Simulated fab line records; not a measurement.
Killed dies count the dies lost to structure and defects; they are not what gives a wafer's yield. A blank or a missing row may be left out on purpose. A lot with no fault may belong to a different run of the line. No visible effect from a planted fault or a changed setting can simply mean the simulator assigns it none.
Split-lot experiment -- flow n5-finfet -- 39 wafers read from 7 lots, route of 1938 steps

ON THE SPLIT
At N5_SD_EPI_P_ETCH_16 (etches SiO2 in CHF3/O2, target depth 5 nm), the setting target-depth-a was moved away from the recipe's 50 angstrom on 18 of the 39 wafers read, by -57.6% to +48.2%. This setting was run at the recipe's value on the other wafers.

The reading comes from the split's own step.

THE READING
SiARC_of_SD_EPI_P_COAT_35.thk-nm (the simulator's own value, which no gauge read), in nm, at N5_SD_EPI_P_ETCH_16 (etches SiO2 in CHF3/O2, target depth 5 nm). No usual value for it is given in the file. Here, 21 wafers ran the recipe; their average is 11.9 nm with a standard deviation of 0.43 nm.

wafer,"tool, chamber at the split","target-depth-a as run, angstrom",against the recipe,"SiARC_of_SD_EPI_P_COAT_35.thk-nm, nm",against lot-mates on the recipe
L079.2,"rie-diel-03, 0",50,recipe,12.4,-
L079.4,"rie-diel-03, 2",50,recipe,12.4,-
L079.6,"rie-diel-03, 2",50,recipe,12.4,-
L082.1,"rie-diel-04, 1",50,recipe,12,-
L082.2,"rie-diel-04, 2",21.22,-57.6%,13.4,+1.6
L082.3,"rie-diel-04, 0",50,recipe,12,-
L082.4,"rie-diel-04, 3",21.22,-57.6%,13.4,+1.6
L082.5,"rie-diel-04, 3",21.22,-57.6%,13.4,+1.6
L082.6,"rie-diel-04, 2",50,recipe,11.4,-
L084.1,"rie-diel-03, 2",31.91,-36.2%,13.6,+1.6
L084.2,"rie-diel-03, 0",50,recipe,12,-
L084.3,"rie-diel-03, 1",50,recipe,12,-
L084.4,"rie-diel-03, 3",31.91,-36.2%,12.8,+0.8
L084.5,"rie-diel-03, 2",50,recipe,12,-
L084.6,"rie-diel-03, 1",31.91,-36.2%,13.2,+1.2
L089.1,"rie-diel-02, 3",60.04,+20.1%,10.8,-0.8
L089.2,"rie-diel-02, 1",50,recipe,11.4,-
L089.3,"rie-diel-02, 0",50,recipe,11.8,-
L089.4,"rie-diel-02, 2",60.04,+20.1%,10.4,-1.2
L089.5,"rie-diel-02, 1",50,recipe,11.6,-
L089.6,"rie-diel-02, 0",60.04,+20.1%,11.2,-0.4
L090.1,"rie-diel-03, 1",50,recipe,12.4,-
L090.2,"rie-diel-03, 3",50,recipe,11.8,-
L090.3,"rie-diel-03, 2",72.88,+45.8%,10.8,-1.4
L090.4,"rie-diel-03, 0",50,recipe,12.4,-
L090.5,"rie-diel-03, 0",72.88,+45.8%,10.6,-1.6
L090.6,"rie-diel-03, 1",72.88,+45.8%,10.8,-1.4
L096.1,"rie-diel-02, 3",61.99,+24.0%,10.4,-0.8
L096.2,"rie-diel-02, 0",61.99,+24.0%,10.8,-0.4
L096.3,"rie-diel-02, 2",61.99,+24.0%,10.4,-0.8
L096.4,"rie-diel-02, 1",50,recipe,11.2,-
L096.5,"rie-diel-02, 2",50,recipe,11.2,-
L096.6,"rie-diel-02, 3",50,recipe,11.2,-
L097.1,"rie-diel-03, 3",74.11,+48.2%,9.8,-2.5
L097.2,"rie-diel-03, 1",74.11,+48.2%,10.4,-1.9
L097.3,"rie-diel-03, 0",50,recipe,12.2,-
L097.4,"rie-diel-03, 2",50,recipe,12.4,-
L097.5,"rie-diel-03, 2",50,recipe,12.4,-
L097.6,"rie-diel-03, 1",74.11,+48.2%,10.4,-1.9

THE FIT
A straight line over all 39 wafers: SiARC_of_SD_EPI_P_COAT_35.thk-nm changes by -0.032 nm for each +1% of target-depth-a; r = -0.90; the points scatter about the line by 0.44 nm.
The same after taking each lot's own level away (the mean of its wafers on the recipe; 39 wafers): -0.0334 nm for each +1%; r = -0.96; scatter 0.27 nm.
On that fit, the largest move of target-depth-a shifts the reading by 1.9 nm.
The lots' own levels span 11.20 to 12.40 nm, that is 2.8 times the standard deviation above.
The two slopes are in agreement: the lot-to-lot level therefore moves the slope only a little.
Check: +1.91 nm against its lot-mates is what the line predicts for one of the wafers moved furthest among these (-57.6%) when that wafer is left out of the fit. Against them it came out at +1.6 nm.

THE OTHER SPLITS THESE WAFERS WENT THROUGH
Before the reading, these wafers also passed through other splits. Each is held against what the fit with the lots' levels taken away leaves over:
other split on the same wafers,wafers away from the commonest value,r with SiARC_of_SD_EPI_P_COAT_35.thk-nm (lot level and that fit taken away)
N5_ZERO_LAYER_DEVELOP_10 develop-time-s,15,-0.02
N5_FIN_SAQP_SPACER2_ALD_28 target-thk-a,12,-0.20

THE WHOLE CHAIN: every reading that the file lists as answering this split, in the file's order
step,what it does,reading,change (the file's fit),r (the file's)
N5_SD_EPI_P_ETCH_16,"etches SiO2 in CHF3/O2, target depth 5 nm","etch.depth-nm (the simulator's own value, which no gauge read)",+0.0495 nm for each +1% of the setting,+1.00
N5_SD_EPI_P_ETCH_16,"etches SiO2 in CHF3/O2, target depth 5 nm","SiARC_of_SD_EPI_P_COAT_35.thk-nm (the simulator's own value, which no gauge read)",-0.0337 nm for each +1% of the setting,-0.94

THE FILE'S OWN FIT
SiARC_of_SD_EPI_P_COAT_35.thk-nm changes by -0.0337 nm for each +1% of target-depth-a, r = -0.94.
